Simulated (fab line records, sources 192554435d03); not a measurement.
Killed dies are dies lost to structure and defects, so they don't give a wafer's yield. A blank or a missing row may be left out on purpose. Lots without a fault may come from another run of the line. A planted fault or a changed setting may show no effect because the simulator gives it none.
Chamber matching | flow n5_finfet | N5_BEOL_M0_SAQP_ALD_48 on ald_sin-01: 4 sister chambers
The step deposits SiO2, target thk 20 nm, pulse time 1 s, co reactant pulse time 1 s. 8 wafers are shown with their chamber, then 7 later ones without.

WAFERS WITH THEIR CHAMBER
wafer  | chamber | heater_power_w (W) | precursor_pulse_height_rel
L079.3 | 1       | 79                 | 0.996
L081.2 | 3       | 83                 | 0.989
L081.3 | 2       | 71                 | 0.988
L084.1 | 3       | 82                 | 1.011
L084.2 | 0       | 84                 | 0.990
L084.4 | 2       | 72                 | 1.007
L095.1 | 1       | 81                 | 1.019
L095.4 | 0       | 85                 | 0.994

WAFERS WITHOUT THEIR CHAMBER
wafer  | heater_power_w (W) | precursor_pulse_height_rel
L095.6 | 86                 | 1.011
L096.3 | 73                 | 0.996
L096.5 | 70                 | 1.003
L096.6 | 84                 | 0.998
L097.1 | 70                 | 1.003
L097.2 | 85                 | 1.009
L097.5 | 82                 | 0.996

WHICH CHAMBER EACH WENT THROUGH
wafer  | from the rows above     | in truth
L095.6 | can't be placed: 0 or 3 | 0
L096.3 | 2                       | 2
L096.5 | 2                       | 2
L096.6 | can't be placed: 0 or 3 | 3
L097.1 | 2                       | 2
L097.2 | can't be placed: 0 or 3 | 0
L097.5 | can't be placed: 3 or 1 | 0
Placed correctly: 3 of 7. Can't be placed from these rows: 4 (the true chamber is among the candidates in 3). Placed wrongly: 0.
How it was worked out, from the rows above alone: a wafer's distance from a chamber is the root of the sum, over the readings, of the square of ((its reading less the chamber's mean) divided by the reading's scatter). The wafer belongs to the nearest chamber; if the next one is less than 2 further off, it can't be placed. A chamber's mean is the mean of its shown wafers. The scatter: the root of (the sum of the squares of (reading less its chamber's mean) over the shown wafers, divided by (wafers less chambers)).
